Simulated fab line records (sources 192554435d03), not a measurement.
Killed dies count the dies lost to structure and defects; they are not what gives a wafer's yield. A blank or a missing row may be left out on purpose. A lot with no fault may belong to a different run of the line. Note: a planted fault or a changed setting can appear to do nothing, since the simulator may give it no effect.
fab line records ; flow n5-finfet
record lots=5; wafers=14; last-day=17
route steps=1938 shown BEOL_M15@1807 PASSIVATION@1936
lots untouched by any fault: they come from a run of this same line in which no faults occurred
start-h: hours from the record's opening day to when the first of the lot's shown wafers began ; wait-h: hours elapsed since this lot's preceding step ; " repeats the value in the row above ; L1.1+2: one row covering several wafers at once ; - value missing, or start not given ; * or withheld: withheld ; < > ~ a bound
route shown NAME@n: NAME is a module with steps in the file, n the number in the route of the first one ; usual: mean/standard deviation taken from wafers without a fault ; same: alike in all rows ; chamber/n: place in a boat ; sites: readings site by site ; _std_site: how widely they spread, as a standard deviation ; _edge_site: outer sites' mean less inner sites' ; radius-mm: how far each site lies from the wafer's centre ; mask NAME#n: copy n ; behind: tool/chamber where the wafer was last shaped ; hold: why the lot went on hold/how many hours it stayed there/how the hold came to an end ; device: names the non-switching transistor (n, p or np) ; end of line: tests run on the same wafers once the route is complete ; step lacking rows: just its recipe ; killed: at the first sort, the dies lost to defects and structure; wafer yield is something else ; map: shows each die of a wafer: x if killed, . if not, _ if none is there
set.NAME: the setting the step ran with; set.NAME@STEP: the setting that earlier step ran with ; model.NAME: the simulator's own value behind a step, which no gauge read
a table for each step, a row for each wafer; lots at some steps of the route
services: a tool's chamber out of use, with start hour (start-h, from the record's first day; less than 0 if before it), hours out, and reason
## steps
# step N5_BEOL_M15_DESCUM_33
# recipe chemistry=O2; time-s=7.9; source-power-w=50; bias-power-w=20; pressure-mtorr=20; rf-frequency-hz=2.712e+07; temp-c=40; o2-flow-sccm=225
# step N5_BEOL_M15_ETCH_61
# recipe chemistry=N2/H2; target=BARC; target-depth-a=890; overetch-a=267; time-s=67.9; ion-energy-ev=200; pressure-mtorr=30; source-w=840; bias-w=150; n2-flow-sccm=200; h2-flow-sccm=200
# step N5_BEOL_M15_TRENCH_ETCH_34
# recipe chemistry=C4F8/O2/Ar; target=SiO2; target-depth-a=8729.3; he-inner-torr=15; he-outer-torr=30; time-s=199; ion-energy-ev=800; pressure-mtorr=20; source-w=1905; bias-w=2040; Ar_flow_sccm=400; C4F8_flow_sccm=16; O2_flow_sccm=12
# usual O2_flow_sccm=12.00/0.037; drypump-motor-current-A=5.6/0.38; oes-product-au=0.78/0.098; rf-vpp-V=2209/52; showerhead-plenum-p-Torr=3.47/0.096; throttle-valve-pct=31.06/0.28
lot.wafer;tool;chamber;start-h;wait-h;O2_flow_sccm;drypump-motor-current-A;oes-product-au;rf-hours-counter-h;rf-vpp-V;showerhead-plenum-p-Torr;throttle-valve-pct
L718.1;rie-diel-03;0;288.72;0.0;11.99;5.6;0.88;40;2278;3.37;30.60
L718.3;rie-diel-03;3;288.72;0.0;12.04;6.0;0.74;178;2136;3.42;31.02
L718.5;rie-diel-03;0;288.72;0.0;12.00;5.6;0.87;-;2278;3.37;30.62
L717.1;rie-diel-04;3;298.32;0.0;11.99;5.2;0.68;234;2202;3.57;31.42
L717.3;rie-diel-04;0;298.32;0.0;12.05;6.0;0.67;249;2152;3.51;30.99
L721.2;rie-diel-03;0;327.05;0.0;11.94;5.6;0.87;50;2278;3.36;30.65
L721.3;rie-diel-03;3;327.05;0.0;12.01;6.0;0.74;189;2137;3.42;31.03
L721.6;rie-diel-03;3;327.05;0.0;12.01;6.0;0.73;-;2135;3.42;31.02
L724.1;rie-diel-02;3;348.85;0.1;12.07;5.1;0.92;27;2123;3.40;30.93
L724.3;rie-diel-02;2;348.85;0.1;12.02;5.4;0.69;-;2258;3.54;30.74
L724.6;rie-diel-02;3;348.85;0.1;12.07;5.1;0.93;-;2124;3.40;30.93
L734.1;rie-diel-04;0;396.00;0.0;11.98;6.0;0.89;23;2151;3.49;30.89
L734.4;rie-diel-04;3;396.00;0.0;12.03;5.2;0.96;4;2303;3.56;30.95
L734.6;rie-diel-04;3;396.00;0.0;12.06;5.2;0.96;-;2302;3.56;30.92
# step N5_BEOL_M15_STRIP_36
# recipe chemistry=O2; power-w=600; temp-c=60; pressure-mtorr=30; rf-frequency-hz=6e+07; bias-power-w=0; overash-fraction=0.3; o2-flow-sccm=225
# step N5_BEOL_M15_STRIP_62
# recipe chemistry=O2; power-w=600; temp-c=60; pressure-mtorr=30; rf-frequency-hz=6e+07; bias-power-w=0; overash-fraction=0.3; o2-flow-sccm=225
# usual drypump-motor-current-A=5.5/0.39; oes-product-au=0.82/0.09; rf-vpp-V=3.6/0.48; showerhead-plenum-p-Torr=2.08/0.049; throttle-valve-pct=16.58/0.21
lot.wafer;tool;chamber;start-h;wait-h;drypump-motor-current-A;oes-product-au;rf-hours-counter-h;rf-vpp-V;showerhead-plenum-p-Torr;throttle-valve-pct
L718.1;rie-diel-02;0;-;-;5.5;0.77;135;3.4;2.02;16.59
L718.3;rie-diel-02;1;-;-;6.5;0.68;232;3.5;2.06;16.73
L718.5;rie-diel-02;0;-;-;5.5;0.77;-;4.2;2.02;16.61
L717.1;rie-diel-03;2;-;-;5.7;0.82;113;3.4;2.09;16.43
L717.3;rie-diel-03;0;-;-;5.6;0.87;43;3.8;2.03;16.27
L721.2;rie-diel-02;2;-;-;5.4;0.70;208;3.6;2.15;16.50
L721.3;rie-diel-02;0;-;-;5.5;0.76;147;2.9;2.02;16.64
L721.6;rie-diel-02;2;-;-;5.4;0.70;-;3.3;2.15;16.50
L724.1;rie-diel-02;3;-;-;5.0;0.92;28;3.3;2.03;16.44
L724.3;rie-diel-02;3;-;-;5.1;0.92;-;3.8;2.03;16.44
L724.6;rie-diel-02;3;-;-;5.0;0.93;-;4.0;2.04;16.44
L734.1;rie-diel-03;3;-;-;6.0;0.74;208;3.0;2.07;16.88
L734.4;rie-diel-03;2;-;-;5.6;0.80;139;2.9;2.08;16.48
L734.6;rie-diel-03;0;-;-;5.6;0.84;-;3.9;2.02;16.30
# step N5_BEOL_M15_STRIP_37
# recipe chemistry=O2; power-w=600; temp-c=60; pressure-mtorr=30; rf-frequency-hz=6e+07; bias-power-w=0; overash-fraction=0.3; o2-flow-sccm=225
# step N5_BEOL_M15_ETCH_38
# recipe chemistry=CF4/N2; target=SiCN; target-depth-a=1064; taper-deg=2; time-s=120.5; ion-energy-ev=150; mask-material=SiO2; pressure-mtorr=40; source-w=430; bias-w=70; Ar_flow_sccm=100; cf4-flow-sccm=60; n2-flow-sccm=60
# step N5_BEOL_M15_PRECLEAN_39
# recipe chemistry=residue-remover; time-s=60; temp-c=40
# step N5_BEOL_M15_SRD_40
# recipe time-s=30; temp-c=23; rinse-liquid=diw; dry=n2-spin; spin-rpm=1500; dry-time-s=30
# step N5_BEOL_M15_DEGAS_41
# recipe ambient=vacuum; temp-c=300; time-s=60
# step N5_BEOL_M15_PRE_CLEAN_42
# recipe gas=H2/He; time-s=30; temp-c=300
# usual heater-power-w=464/30
lot.wafer;tool;chamber;start-h;wait-h;heater-power-w
L718.1;pvd-sputter-03;-;294.24;0.0;481
L718.3;pvd-sputter-03;-;294.24;0.0;473
L718.5;pvd-sputter-03;-;294.24;0.0;496
L717.1;pvd-sputter-03;-;299.64;0.0;491
L717.3;pvd-sputter-03;-;299.64;0.0;472
L721.2;pvd-sputter-03;-;329.45;0.0;490
L721.3;pvd-sputter-03;-;329.45;0.0;403
L721.6;pvd-sputter-03;-;329.45;0.0;479
L724.1;pvd-sputter-03;-;350.94;0.0;497
L724.3;pvd-sputter-03;-;350.94;0.0;479
L724.6;pvd-sputter-03;-;350.94;0.0;480
L734.1;pvd-sputter-01;-;398.44;0.0;482
L734.4;pvd-sputter-01;-;398.44;0.0;439
L734.6;pvd-sputter-01;-;398.44;0.0;448
# step N5_BEOL_M15_SPUTTER_43
# recipe material=TaN; target-thk-a=150; temp-c=50; bias-v=168.6; power-w=15000; chamber-pressure-pa=0.12; time-s=24.19
# usual throttle-valve-pct=29.8/0.89
lot.wafer;tool;chamber;start-h;wait-h;throttle-valve-pct
L718.1;pvd-sputter-03;-;294.28;0.0;28.8
L718.3;pvd-sputter-03;-;294.28;0.0;29.1
L718.5;pvd-sputter-03;-;294.28;0.0;28.5
L717.1;pvd-sputter-03;-;299.68;0.0;28.6
L717.3;pvd-sputter-03;-;299.68;0.0;29.4
L721.2;pvd-sputter-03;-;329.49;0.0;28.8
L721.3;pvd-sputter-03;-;329.49;0.0;31.2
L721.6;pvd-sputter-03;-;329.49;0.0;29.3
L724.1;pvd-sputter-03;-;350.98;0.0;28.6
L724.3;pvd-sputter-03;-;350.98;0.0;29.4
L724.6;pvd-sputter-03;-;350.98;0.0;29.4
L724.1;pvd-sputter-03;-;351.26;0.2;28.5
L724.3;pvd-sputter-03;-;351.26;0.2;28.9
L724.6;pvd-sputter-03;-;351.26;0.2;29.2
L734.1;pvd-sputter-01;-;398.48;0.0;31.1
L734.4;pvd-sputter-01;-;398.48;0.0;30.6
L734.6;pvd-sputter-01;-;398.48;0.0;30.3
# step N5_BEOL_M15_SPUTTER_44
# recipe material=Ta; target-thk-a=150; temp-c=50; bias-v=80; power-w=15000; chamber-pressure-pa=0.07; time-s=24.19
# usual throttle-valve-pct=29.8/0.88
lot.wafer;tool;chamber;start-h;wait-h;throttle-valve-pct
L718.1;pvd-sputter-03;-;294.36;0.0;28.5
L718.3;pvd-sputter-03;-;294.36;0.0;29.3
L718.5;pvd-sputter-03;-;294.36;0.0;28.6
L717.1;pvd-sputter-03;-;299.76;0.0;28.7
L717.3;pvd-sputter-03;-;299.76;0.0;29.5
L721.2;pvd-sputter-03;-;329.57;0.0;28.6
L721.3;pvd-sputter-03;-;329.57;0.0;30.9
L721.6;pvd-sputter-03;-;329.57;0.0;29.4
L724.1;pvd-sputter-03;-;351.34;0.0;28.7
L724.3;pvd-sputter-03;-;351.34;0.0;29.3
L724.6;pvd-sputter-03;-;351.34;0.0;29.4
L734.1;pvd-sputter-01;-;398.56;0.0;31.0
L734.4;pvd-sputter-01;-;398.56;0.0;30.5
L734.6;pvd-sputter-01;-;398.56;0.0;30.2
# step N5_BEOL_M15_SPUTTER_45
# recipe material=Cu; target-thk-a=1000; temp-c=-20; bias-v=60; power-w=26000; chamber-pressure-pa=0.13; time-s=16.67
# usual throttle-valve-pct=29.8/0.86
lot.wafer;tool;chamber;start-h;wait-h;throttle-valve-pct
L718.1;pvd-sputter-03;-;294.44;0.0;29.1
L718.3;pvd-sputter-03;-;294.44;0.0;29.2
L718.5;pvd-sputter-03;-;294.44;0.0;28.7
L717.1;pvd-sputter-03;-;299.84;0.0;28.7
L717.3;pvd-sputter-03;-;299.84;0.0;29.4
L721.2;pvd-sputter-03;-;329.65;0.0;28.8
L721.3;pvd-sputter-03;-;329.65;0.0;31.0
L721.6;pvd-sputter-03;-;329.65;0.0;29.1
L724.1;pvd-sputter-03;-;351.46;0.1;28.4
L724.3;pvd-sputter-03;-;351.46;0.1;29.2
L724.6;pvd-sputter-03;-;351.46;0.1;29.2
L734.1;pvd-sputter-01;-;398.64;0.0;31.1
L734.4;pvd-sputter-01;-;398.64;0.0;30.4
L734.6;pvd-sputter-01;-;398.64;0.0;30.4
# step N5_BEOL_M15_ECD_47
# recipe material=Cu; target-thk-a=18600
# step N5_BEOL_M15_ANNEAL_48
# recipe temp-c=225; time-s=90; ambient=N2
# step N5_BEOL_M15_CMP_49
# recipe stop-on=SiO2; t-overpolish-s=4.9; down-force-psi=2; platen-rpm=80; clearing-platen-down-force-psi=2; clearing-platen-rpm=80; post-cmp-clean=cu-alkaline; target-thk-nm=850; clearing-platen-pad-velocity-m-s=1.5917; pad-velocity-m-s=1.5917
# usual barrier-field-endpoint-s=11.48/0.28; motor-current-A=7.7/0.85; overpolish-run-s=4.900/0.0095; pad-life-wafers=883/510; platen-rpm=80.00/0.058
lot.wafer;tool;chamber;start-h;wait-h;barrier-field-endpoint-s;motor-current-A;overpolish-run-s;pad-life-wafers;platen-rpm
L718.1;cmp-01;1;295.13;0.3;11.33;6.1;4.909;715;80.08
L718.3;cmp-01;3;295.13;0.3;11.38;8.7;4.911;717;80.02
L718.5;cmp-01;0;295.13;0.3;11.02;7.3;4.901;-;80.09
L717.3;cmp-02;2;300.54;0.2;11.64;8.2;4.901;13;79.92
L717.1;cmp-02;3;300.54;0.2;11.72;6.1;4.903;14;80.01
L721.2;cmp-02;1;330.39;0.2;11.83;8.3;4.906;259;80.03
L721.3;cmp-02;2;330.39;0.2;11.88;8.2;4.880;260;79.96
L721.6;cmp-02;0;330.39;0.2;11.98;7.3;4.899;-;79.98
L724.1;cmp-03;3;352.16;0.3;17.03;7.6;4.923;850;80.05
L724.3;cmp-03;1;352.16;0.3;17.55;8.0;4.907;852;80.07
L724.6;cmp-03;2;352.16;0.3;16.90;8.7;4.906;-;80.04
L734.4;cmp-02;2;399.30;0.1;11.28;8.0;4.913;792;80.06
L734.1;cmp-02;0;399.30;0.1;11.92;7.1;4.908;794;80.01
L734.6;cmp-02;3;399.30;0.1;11.21;6.7;4.915;-;80.03
# step N5_BEOL_M15_THK_MEAS_50
# recipe thk-meas-gauge=xrf; reads=Cu_of_BEOL_M15_ECD_47
# usual M15_THK=854/25
lot.wafer;tool;chamber;start-h;wait-h;M15_THK[nm]
L718.1;film-metro-01;-;295.39;-;866
L718.3;film-metro-01;-;295.39;-;830
L718.5;film-metro-01;-;295.39;-;858
L717.1;film-metro-01;-;300.79;-;865
L717.3;film-metro-01;-;300.79;-;800
L721.2;film-metro-02;-;330.65;-;874
L721.3;film-metro-02;-;330.65;-;834
L721.6;film-metro-02;-;330.65;-;827
L724.1;film-metro-02;-;352.42;-;881
L724.3;film-metro-02;-;352.42;-;833
L724.6;film-metro-02;-;352.42;-;888
L734.1;film-metro-01;-;399.59;-;829
L734.4;film-metro-01;-;399.59;-;863
L734.6;film-metro-01;-;399.59;-;856
# step N5_PASSIVATION_PROBE_49
# usual defect-limited-yield=91.0/1.4; killed_at_M0_to_M3=36/9.6; killed_at_M4_up=14/6.1; killed-at-contacts=13/6.6; killed-at-front-end=40/11; killed-at-other=3.2/2.9; killed-dies=106/17; killed-open=71/12; killed-short=33/7.3; sort_bin_5_function=5.3/1; sort_bin_6_memory=3.4/0.68; sort-n-pass=1073/19; sort-yield-pct=91.0/1.6
# same gross-dies=1180; killed-at-back-side=0; sort_bin_4_leakage[%]=0; sort_bin_8_speed[%]=0
lot.wafer;tool;chamber;start-h;wait-h;defect-limited-yield[%];killed_at_M0_to_M3;killed_at_M4_up;killed-at-contacts;killed-at-front-end;killed-at-other;killed-dies;killed-open;killed-short;sort_bin_5_function[%];sort_bin_6_memory[%];sort-n-pass;sort-yield-pct[%]
L718.1;prober-02;-;311.72;0.0;92.9;15;15;13;39;2;84;48;36;3.7;3.1;1096;92.9
L718.3;prober-02;-;311.82;0.1;88.9;25;25;14;62;5;131;88;41;7.4;3.5;1049;88.9
L718.5;prober-02;-;311.92;0.2;91.6;28;20;12;33;6;99;68;28;4.0;3.7;1081;91.6
L717.1;prober-02;-;317.83;0.0;93.1;29;16;2;35;0;82;55;27;4.2;2.5;1098;93.1
L717.3;prober-02;-;317.93;0.1;92.6;31;12;11;30;3;87;57;30;3.1;3.9;1093;92.6
L721.2;prober-02;-;348.09;0.1;89.9;44;4;14;50;7;119;71;42;5.8;3.4;1061;89.9
L721.3;prober-02;-;348.14;0.1;93.1;37;2;10;27;5;81;48;33;3.9;2.9;1099;93.1
L721.6;prober-02;-;348.29;0.3;93.4;20;6;9;42;1;78;46;29;3.8;2.1;1102;93.4
L724.1;prober-02;-;365.94;0.0;92.5;26;14;19;26;4;89;64;24;4.2;3.0;1091;92.5
L724.3;prober-02;-;366.04;0.1;92.5;25;11;23;27;2;88;62;26;4.7;2.6;1092;92.5
L724.6;prober-02;-;366.19;0.3;90.7;39;23;8;34;6;110;76;33;6.0;3.1;1070;90.7
L734.1;prober-01;-;413.89;0.0;92.3;47;14;3;26;1;91;62;27;3.9;3.6;1089;92.3
L734.4;prober-01;-;414.04;0.2;89.8;57;11;4;48;0;120;84;33;6.1;3.9;1060;89.8
L734.6;prober-01;-;414.14;0.3;90.8;33;15;10;44;6;108;65;40;4.8;3.8;1072;90.8
# killed by level:class
L718.1 FIN_SAQP:geometric-particle:open=12 MOL_CONTACT_COAG:geometric-particle:open=8 FIN_SAQP:geometric-particle:short=6 STI_FIN_REVEAL:geometric-particle:open=6 BEOL_M0_SAQP:geometric-particle:short=6 MOL_CONTACT_COAG:geometric-particle:short=5 BEOL_M4:geometric-particle:open=5 ILD0:geometric-particle:short=3
L718.3 FIN_SAQP:geometric-particle:open=31 BEOL_M4:geometric-particle:open=13 MOL_CONTACT_COAG:geometric-particle:open=10 FIN_SAQP:geometric-particle:short=7 BEOL_M0_SAQP:geometric-particle:open=7 BEOL_M3:geometric-particle:open=6 BEOL_M7:geometric-particle:open=5 MOL_CONTACT_COAG:geometric-particle:short=4
L718.5 MOL_CONTACT_COAG:geometric-particle:open=10 BEOL_M4:geometric-particle:open=9 BEOL_M3:geometric-particle:open=6 ILD0:geometric-particle:open=5 BEOL_M0_SAQP:geometric-particle:short=5 BEOL_M0_SAQP:geometric-particle:open=5 BEOL_M2:geometric-particle:open=5 BEOL_M4:geometric-particle:short=5
L717.1 BEOL_M4:geometric-particle:open=10 STI_FIN_REVEAL:geometric-particle:open=8 GATE_CUT:geometric-particle:short=8 BEOL_M0_SAQP:geometric-particle:open=6 GATE_CUT:geometric-particle:open=5 BEOL_M1:geometric-particle:open=5 BEOL_M2:geometric-particle:open=5 BEOL_M2:geometric-particle:short=5
L717.3 BEOL_M1:geometric-particle:open=11 MOL_CONTACT_COAG:geometric-particle:open=8 GATE_CUT:geometric-particle:short=7 GATE_CUT:geometric-particle:open=6 BEOL_M2:geometric-particle:open=6 STARTING-WAFER:geometric-particle:short=5 FIN_SAQP:geometric-particle:open=4 BEOL_M0_SAQP:geometric-particle:short=4
L721.2 BEOL_M0_SAQP:geometric-particle:short=16 BEOL_M0_SAQP:geometric-particle:open=15 MOL_CONTACT_COAG:geometric-particle:open=12 FIN_SAQP:geometric-particle:short=11 FIN_SAQP:geometric-particle:open=11 STI_FIN_REVEAL:geometric-particle:open=9 HKMG_FIN:area-etch=6 DUMMY_GATE:geometric-particle:open=5
L721.3 BEOL_M0_SAQP:geometric-particle:short=14 BEOL_M0_SAQP:geometric-particle:open=13 MOL_CONTACT_COAG:geometric-particle:open=9 FIN_SAQP:geometric-particle:open=6 GATE_CUT:geometric-particle:short=4 FIN_SAQP:geometric-particle:short=3 STI_FIN_REVEAL:geometric-particle:open=3 DUMMY_GATE:geometric-particle:open=3
L721.6 BEOL_M0_SAQP:geometric-particle:open=10 FIN_SAQP:geometric-particle:open=8 MOL_CONTACT_COAG:geometric-particle:open=7 FIN_SAQP:geometric-particle:short=5 SPACER0:geometric-particle:short=5 GATE_CUT:geometric-particle:short=5 BEOL_M1:geometric-particle:open=4 BEOL_M0_SAQP:geometric-particle:short=3
L724.1 MOL_CONTACT_COAG:geometric-particle:open=14 BEOL_M4:geometric-particle:open=10 BEOL_M0_SAQP:geometric-particle:short=8 BEOL_M2:geometric-particle:open=7 STI_FIN_REVEAL:geometric-particle:open=5 DUMMY_GATE:geometric-particle:open=5 MOL_CONTACT_COAG:geometric-particle:short=5 BEOL_M1:geometric-particle:open=5
L724.3 MOL_CONTACT_COAG:geometric-particle:open=21 STI_FIN_REVEAL:geometric-particle:open=8 BEOL_M0_SAQP:geometric-particle:short=7 BEOL_M0_SAQP:geometric-particle:open=6 FIN_SAQP:geometric-particle:short=4 STARTING-WAFER:geometric-particle:short=4 BEOL_M5:geometric-particle:open=4 ILD0:geometric-particle:open=3
L724.6 BEOL_M0_SAQP:geometric-particle:open=11 FIN_SAQP:geometric-particle:open=9 BEOL_M4:geometric-particle:open=9 BEOL_M3:geometric-particle:open=8 BEOL_M2:geometric-particle:open=7 STI_FIN_REVEAL:geometric-particle:open=6 GATE_CUT:geometric-particle:short=5 BEOL_M1:geometric-particle:open=5
L734.1 BEOL_M0_SAQP:geometric-particle:open=10 BEOL_M2:geometric-particle:open=8 BEOL_M3:geometric-particle:open=8 BEOL_M1:geometric-particle:open=7 BEOL_M0_SAQP:geometric-particle:short=6 BEOL_M4:geometric-particle:open=6 STI_FIN_REVEAL:geometric-particle:open=4 STARTING-WAFER:geometric-particle:short=4
L734.4 BEOL_M0_SAQP:geometric-particle:open=19 BEOL_M0_SAQP:geometric-particle:short=16 STI_FIN_REVEAL:geometric-particle:open=12 FIN_SAQP:geometric-particle:open=9 BEOL_M1:geometric-particle:open=9 FIN_SAQP:geometric-particle:short=6 BEOL_M3:geometric-particle:open=5 BEOL_M8:geometric-particle:open=5
L734.6 FIN_SAQP:geometric-particle:short=9 BEOL_M0_SAQP:geometric-particle:open=9 STI_FIN_REVEAL:geometric-particle:open=8 MOL_CONTACT_COAG:geometric-particle:open=8 BEOL_M0_SAQP:geometric-particle:short=7 GATE_CUT:geometric-particle:short=6 GATE_CUT:geometric-particle:open=5 BEOL_M5:geometric-particle:open=5
## services
tool;chamber;start-h;hours;kind
cmp-02;-;293.71;4.0;pm
cmp-02;-;297.71;-;consumable-replace:conditioner
cmp-02;-;297.71;-;consumable-replace:pad
pvd-sputter-01;-;302.54;1.3;repair
rie-diel-04;0;303.96;-;clean
rie-diel-04;0;303.96;-;consumable-replace:focus-ring
cmp-02;-;314.48;2.0;repair
cmp-01;-;322.34;1.7;repair
rie-diel-02;1;325.70;5.8;repair
pvd-sputter-01;-;331.05;9.3;repair
rie-diel-02;-;336.72;1.5;repair
rie-diel-02;0;338.68;16.4;repair
cmp-03;-;341.78;1.0;repair
rie-diel-02;1;345.34;5.4;repair
rie-diel-03;1;345.36;16.0;repair
cmp-03;-;345.64;2.1;repair
rie-diel-02;1;363.68;-;clean
rie-diel-02;1;363.68;-;consumable-replace:focus-ring
rie-diel-02;1;363.68;18.1;scheduled-down
rie-diel-02;1;363.68;18.1;vent-cycle
cmp-03;-;367.94;4.1;repair
rie-diel-03;0;377.86;4.7;repair
pvd-sputter-03;-;386.79;2.2;repair
cmp-02;-;392.56;2.7;repair
## key
first-sign step=N5_BEOL_M15_SPUTTER_43; reading=visit; direction=added
effect step=N5_BEOL_M15_CMP_49; reading=barrier-field-endpoint-s; direction=up; sigmas=20; usual=11.48; struck=17.16
met-at N5_BEOL_M15_SPUTTER_43
struck-wafers L724.1,L724.3,L724.6
fault kind=repeated-step-whole; tool=pvd-sputter-01,pvd-sputter-02,pvd-sputter-03; chamber=-; onset-h=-; steps=N5_BEOL_M15_SPUTTER_43; times=1; scope=struck-lots-only
